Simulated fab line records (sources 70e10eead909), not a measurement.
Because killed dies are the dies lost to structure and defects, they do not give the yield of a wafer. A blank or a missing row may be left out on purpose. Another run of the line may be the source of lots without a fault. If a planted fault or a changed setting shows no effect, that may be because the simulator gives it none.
fab line records || flow nandHarc
record {"lots": 5, "wafers": 15, "lastDay": 24}
route steps=1159 shown P_STI@107 P_GATE@110 END@1159
lots that met no fault: taken from a fault-free run of the same line
startH: start of the lot's first displayed wafer, in hours after the record's first day || waitH: time in hours since the lot's previous step || " the same as in the row above || L1.1+2: a single row standing in for several wafers || - no value present, or no start provided || * or withheld: withheld || < > ~ a bound
route shown NAME@n: a module of which the file shows steps, and the number in the route of the first || usual: the fault-free wafers' mean and standard deviation || same: alike in all rows || chamber/n: place in a boat || sites: each site's reading || _std_site: standard deviation across them || _edge_site: mean of outer sites minus mean of inner sites || radiusMm: for every site, how far away it sits from the centre of the wafer || mask NAME#n: copy n || behind: the most recent tool/chamber to have shaped the wafer || hold: cause of the lot's hold/its duration in hours/its outcome || device: the transistor (n, p or np) that didn't switch || end of line: at the end of the route, the tests of the same wafers || for a step that has no rows: nothing shown but its recipe || killed: dies lost to structure and defects at the first sort, not the wafer's yield || map: a wafer's dies, x killed, . not, _ none there
set.NAME: the setting as run; set.NAME@STEP: as run at that earlier step || model.NAME: the simulator's own value behind a step, which no gauge read
lots at selected steps of the route; one table per step, one row per wafer
services: a tool's chamber out of use, with start hour (startH, from the record's first day; less than 0 if before it), hours out, and reason
## steps
# step NHARC_P_STI_SRD_39
# step NHARC_P_STI_OXIDE_40
# recipe {"targetThkA": 100, "tempC": 900, "oxTimeS": 1362, "material": "SiO2"}
# step NHARC_P_STI_INSPECT_25
# usual {"rawDefectCount": "218/70"}
{"lot.wafer": "L923.2", "tool": "defectInspect-02", "chamber": "-", "startH": 78.05, "waitH": 0.4, "rawDefectCount": 208}
{"lot.wafer": "L923.4", "tool": "defectInspect-02", "chamber": "-", "startH": 78.05, "waitH": 0.4, "rawDefectCount": 193}
{"lot.wafer": "L923.6", "tool": "defectInspect-02", "chamber": "-", "startH": 78.05, "waitH": 0.4, "rawDefectCount": 86}
{"lot.wafer": "L927.2", "tool": "defectInspect-02", "chamber": "-", "startH": 102.23, "waitH": 0.4, "rawDefectCount": 186}
{"lot.wafer": "L927.4", "tool": "defectInspect-02", "chamber": "-", "startH": 102.23, "waitH": 0.4, "rawDefectCount": 185}
{"lot.wafer": "L927.6", "tool": "defectInspect-02", "chamber": "-", "startH": 102.23, "waitH": 0.4, "rawDefectCount": 260}
{"lot.wafer": "L938.4", "tool": "defectInspect-01", "chamber": "-", "startH": 163.30, "waitH": 0.4, "rawDefectCount": 137}
{"lot.wafer": "L938.5", "tool": "defectInspect-01", "chamber": "-", "startH": 163.30, "waitH": 0.4, "rawDefectCount": 162}
{"lot.wafer": "L938.6", "tool": "defectInspect-01", "chamber": "-", "startH": 163.30, "waitH": 0.4, "rawDefectCount": 184}
{"lot.wafer": "L943.1", "tool": "defectInspect-02", "chamber": "-", "startH": 197.62, "waitH": 0.4, "rawDefectCount": 304}
{"lot.wafer": "L943.2", "tool": "defectInspect-02", "chamber": "-", "startH": 197.62, "waitH": 0.4, "rawDefectCount": 329}
{"lot.wafer": "L943.4", "tool": "defectInspect-02", "chamber": "-", "startH": 197.62, "waitH": 0.4, "rawDefectCount": 274}
{"lot.wafer": "L944.3", "tool": "defectInspect-02", "chamber": "-", "startH": 205.34, "waitH": 0.4, "rawDefectCount": 200}
{"lot.wafer": "L944.5", "tool": "defectInspect-02", "chamber": "-", "startH": 205.34, "waitH": 0.4, "rawDefectCount": 186}
{"lot.wafer": "L944.6", "tool": "defectInspect-02", "chamber": "-", "startH": 205.34, "waitH": 0.4, "rawDefectCount": 277}
# step NHARC_P_GATE_ETCH_69
# recipe {"targetDepthA": 140, "chemistry": "dHF", "material": "SiO2"}
# step NHARC_P_GATE_PRECLEAN_70
# recipe {"timeS": "*", "tempC": 50, "bathAgeMin": 0, "chemistry": "SC1"}
# step NHARC_P_GATE_SRD_01
# step NHARC_P_GATE_OXIDE_02
# recipe {"targetThkA": 375, "tempC": 950, "pH2oTorr": 720, "oxTimeS": 365, "material": "SiO2"}
# step NHARC_P_GATE_DEHYDRATE_03
# recipe {"tempC": 150, "timeS": 120}
# step NHARC_P_GATE_HMDS_04
# recipe {"timeS": 30}
# step NHARC_P_GATE_COAT_05
# recipe {"spinRpm": 4690}
# step NHARC_P_GATE_SOFTBAKE_06
# recipe {"tempC": 122, "timeS": 95}
# step NHARC_P_GATE_EBR_07
# step NHARC_P_GATE_EXPOSE_08
# recipe {"na": 0.6, "doseMj": 16.75, "maskId": "P_HV"}
# same {"na": 0.6}
{"lot.wafer": "L923.2+4+6", "tool": "krfScanner-02", "chamber": 0, "startH": 86.03, "waitH": "-", "mask": "P_PSD#0"}
{"lot.wafer": "L927.2+4+6", "tool": "krfScanner-02", "chamber": 0, "startH": 110.63, "waitH": "-", "mask": "P_HV#0"}
{"lot.wafer": "L938.4+5+6", "tool": "krfScanner-02", "chamber": 0, "startH": 171.48, "waitH": "-", "mask": "P_HV#0"}
{"lot.wafer": "L943.1+2+4", "tool": "krfScanner-04", "chamber": 0, "startH": 206.39, "waitH": "-", "mask": "P_HV#0"}
{"lot.wafer": "L944.3+5+6", "tool": "krfScanner-01", "chamber": 0, "startH": 213.24, "waitH": "-", "mask": "P_HV#0"}
# step NHARC_P_GATE_PEB_09
# recipe {"pebTempC": 118, "pebTimeS": 85}
# step NHARC_P_GATE_DEVELOP_10
# recipe {"timeS": 70}
# step NHARC_P_GATE_CD_MEAS_11
# recipe {"targetCdNm": 1640, "landingEnergyEv": 500}
# usual {"cdNm": "1640.4/1.5"}
{"lot.wafer": "L923.2", "tool": "cdSem-01", "chamber": 0, "startH": 86.19, "waitH": "-", "cdNm": "-"}
{"lot.wafer": "L923.4", "tool": "cdSem-01", "chamber": 0, "startH": 86.19, "waitH": "-", "cdNm": "-"}
{"lot.wafer": "L923.6", "tool": "cdSem-01", "chamber": 0, "startH": 86.19, "waitH": "-", "cdNm": "-"}
{"lot.wafer": "L927.2", "tool": "cdSem-03", "chamber": 0, "startH": 110.78, "waitH": "-", "cdNm": 1639.3}
{"lot.wafer": "L927.4", "tool": "cdSem-03", "chamber": 0, "startH": 110.78, "waitH": "-", "cdNm": 1637.8}
{"lot.wafer": "L927.6", "tool": "cdSem-03", "chamber": 0, "startH": 110.78, "waitH": "-", "cdNm": 1637.9}
{"lot.wafer": "L938.4", "tool": "cdSem-01", "chamber": 0, "startH": 171.63, "waitH": "-", "cdNm": 1642.7}
{"lot.wafer": "L938.5", "tool": "cdSem-01", "chamber": 0, "startH": 171.63, "waitH": "-", "cdNm": 1641.2}
{"lot.wafer": "L938.6", "tool": "cdSem-01", "chamber": 0, "startH": 171.63, "waitH": "-", "cdNm": 1640.1}
{"lot.wafer": "L943.1", "tool": "cdSem-01", "chamber": 0, "startH": 206.55, "waitH": "-", "cdNm": 1641.6}
{"lot.wafer": "L943.2", "tool": "cdSem-01", "chamber": 0, "startH": 206.55, "waitH": "-", "cdNm": 1640.4}
{"lot.wafer": "L943.4", "tool": "cdSem-01", "chamber": 0, "startH": 206.55, "waitH": "-", "cdNm": 1641.8}
{"lot.wafer": "L944.3", "tool": "cdSem-01", "chamber": 0, "startH": 213.40, "waitH": "-", "cdNm": 1641.0}
{"lot.wafer": "L944.5", "tool": "cdSem-01", "chamber": 0, "startH": 213.40, "waitH": "-", "cdNm": 1639.4}
{"lot.wafer": "L944.6", "tool": "cdSem-01", "chamber": 0, "startH": 213.40, "waitH": "-", "cdNm": 1640.4}
# step NHARC_P_GATE_HARDBAKE_12
# recipe {"tempC": 125, "timeS": 80}
# step NHARC_END_SORT_01
# recipe {"tempC": 25}
# usual {"killedAtArray": "29/11", "killedAtOther": "0.7/1.1", "killedAtPeriphery": "2.9/2.2", "killedDies": "33/11", "killedOpen": "3.1/1.8", "killedShort": "1.9/1.4"}
# same {"grossDies": 677}
{"lot.wafer": "L923.2", "tool": "prober-01", "chamber": 0, "startH": 449.31, "waitH": 2.8, "killedAtArray": 24, "killedAtOther": 1, "killedAtPeriphery": 652, "killedDies": 677, "killedOpen": 0, "killedShort": 2}
{"lot.wafer": "L923.4", "tool": "prober-01", "chamber": 0, "startH": 450.90, "waitH": 3.4, "killedAtArray": 32, "killedAtOther": 1, "killedAtPeriphery": 644, "killedDies": 677, "killedOpen": 4, "killedShort": 3}
{"lot.wafer": "L923.6", "tool": "prober-01", "chamber": 0, "startH": 452.49, "waitH": 4.0, "killedAtArray": 31, "killedAtOther": 0, "killedAtPeriphery": 646, "killedDies": 677, "killedOpen": 0, "killedShort": 1}
# killed by level:class
L923.2 P_GATE:areaExpose=647 A_CHANNEL_HOLE_D1:chamberFilmFlake=8 A_SLIT:chamberFilmFlake=8 A_CONTACT:chamberFilmFlake=4 A_WL_FILL:chamberFilmFlake=3 P_CONTACT:geometricParticle:short=2 P_STI:chamberFilmFlake=2 P_GATE:chamberFilmFlake=1
L923.4 P_GATE:areaExpose=638 A_CHANNEL_HOLE_D1:chamberFilmFlake=12 A_SLIT:chamberFilmFlake=11 P_GATE:chamberFilmFlake=3 A_WL_FILL:geometricParticle:short=2 A_ZERO_WELL:chamberFilmFlake=2 P_CONTACT:geometricParticle:open=1 A_SOURCE_PLATE:geometricParticle:short=1
L923.6 P_GATE:areaExpose=644 A_CHANNEL_HOLE_D1:chamberFilmFlake=14 A_SLIT:chamberFilmFlake=6 A_WL_FILL:chamberFilmFlake=4 A_CONTACT:chamberFilmFlake=2 A_BLC:chamberFilmFlake=2 A_BLC:geometricParticle:short=1 P_GATE:chamberFilmFlake=1
# map L923.2 (x killed, . not)
____________x____________
_________xxxxxxx_________
_______xxxxxxxxxxx_______
______xxxxxxxxxxxxx______
_____xxxxxxxxxxxxxxx_____
____xxxxxxxxxxxxxxxxx____
____xxxxxxxxxxxxxxxxx____
___xxxxxxxxxxxxxxxxxxx___
___xxxxxxxxxxxxxxxxxxx___
__xxxxxxxxxxxxxxxxxxxxx__
__xxxxxxxxxxxxxxxxxxxxx__
_xxxxxxxxxxxxxxxxxxxxxxx_
_xxxxxxxxxxxxxxxxxxxxxxx_
_xxxxxxxxxxxxxxxxxxxxxxx_
_xxxxxxxxxxxxxxxxxxxxxxx_
_xxxxxxxxxxxxxxxxxxxxxxx_
xxxxxxxxxxxxxxxxxxxxxxxxx
xxxxxxxxxxxxxxxxxxxxxxxxx
xxxxxxxxxxxxxxxxxxxxxxxxx
xxxxxxxxxxxxxxxxxxxxxxxxx
xxxxxxxxxxxxxxxxxxxxxxxxx
_xxxxxxxxxxxxxxxxxxxxxxx_
_xxxxxxxxxxxxxxxxxxxxxxx_
_xxxxxxxxxxxxxxxxxxxxxxx_
_xxxxxxxxxxxxxxxxxxxxxxx_
_xxxxxxxxxxxxxxxxxxxxxxx_
__xxxxxxxxxxxxxxxxxxxxx__
__xxxxxxxxxxxxxxxxxxxxx__
___xxxxxxxxxxxxxxxxxxx___
___xxxxxxxxxxxxxxxxxxx___
____xxxxxxxxxxxxxxxxx____
____xxxxxxxxxxxxxxxxx____
_____xxxxxxxxxxxxxxx_____
______xxxxxxxxxxxxx______
_______xxxxxxxxxxx_______
_________xxxxxxx_________
____________x____________
# map L927.2 (x killed, . not)
____________.____________
_________......._________
_______..........._______
______.............______
_____..............._____
____...........x...x.____
____.................____
___........x....x.....___
___...................___
__...................x.__
__.................x...__
_......................._
_......................._
_..x...................._
_.....x..............x.._
_......................._
.....................x..x
.....x................x.x
.x....................xxx
....................xx.xx
..........x....x.....x...
_............x.xx...x..x_
_.............xx.....xx._
_..............x..x..x.x_
_...................x..x_
_......................._
__..............x......__
__................x....__
___...................___
___...................___
____.................____
____.................____
_____..............._____
______.............______
_______......x...._______
_________......._________
____________.____________
## services
{"tool": "krfScanner-01", "chamber": "-", "startH": 67.03, "hours": 20.0, "kind": "repair"}
{"tool": "krfScanner-02", "chamber": "-", "startH": 71.02, "hours": 2.7, "kind": "repair"}
{"tool": "krfScanner-04", "chamber": "-", "startH": 71.78, "hours": 6.3, "kind": "repair"}
{"tool": "krfScanner-02", "chamber": 0, "startH": 84.38, "hours": "-", "kind": "calibration"}
{"tool": "krfScanner-01", "chamber": "-", "startH": 87.06, "hours": 4.0, "kind": "pm"}
{"tool": "krfScanner-04", "chamber": 0, "startH": 87.24, "hours": "-", "kind": "calibration"}
{"tool": "krfScanner-01", "chamber": "-", "startH": 103.81, "hours": 1.0, "kind": "repair"}
{"tool": "krfScanner-04", "chamber": "-", "startH": 108.34, "hours": 18.4, "kind": "repair"}
{"tool": "krfScanner-01", "chamber": "-", "startH": 127.72, "hours": 4.4, "kind": "repair"}
{"tool": "krfScanner-01", "chamber": "-", "startH": 134.09, "hours": 2.3, "kind": "repair"}
{"tool": "krfScanner-02", "chamber": "-", "startH": 159.96, "hours": 4.6, "kind": "repair"}
{"tool": "krfScanner-01", "chamber": 0, "startH": 206.67, "hours": "-", "kind": "calibration"}
{"tool": "krfScanner-02", "chamber": "-", "startH": 210.00, "hours": 4.0, "kind": "pm"}
{"tool": "krfScanner-01", "chamber": "-", "startH": 212.28, "hours": 0.2, "kind": "repair"}
## key
firstSign {"step": "NHARC_P_GATE_EXPOSE_08", "reading": "mask", "direction": "changed"}
effect {"step": "NHARC_P_GATE_CD_MEAS_11", "reading": "cdNm", "direction": "missing"}
effect {"step": "NHARC_END_SORT_01", "reading": "killedAtPeriphery", "direction": "up", "sigmas": "99+", "usual": 2.9, "struck": 647.3}
moreKillsBornAt {"NHARC_P_GATE_EXPOSE_08@krfScanner-02": 1929}
metAt NHARC_P_GATE_EXPOSE_08
struckWafers L923.2,L923.4,L923.6
laterRowsLeftOut L923.2,L923.4,L923.6
testerLeftOut L923
fault {"kind": "wrongMask", "tool": "any", "chamber": "-", "onsetH": 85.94, "steps": "NHARC_P_GATE_EXPOSE_08", "auxCopy": "P_PSD#0", "scope": "struckLotsOnly"}
# testerLeftOut: of these lots the tester's yield and bins aren't shown, on N5 and GAA mostly nor the transistor test; their killed dies are dies lost to structure and defects alone, not to doping, threshold or leakage, so they don't give the yield
# laterRowsLeftOut: the simulator's readings of these wafers behind a module that went badly wrong aren't trusted and aren't shown, but for the sort
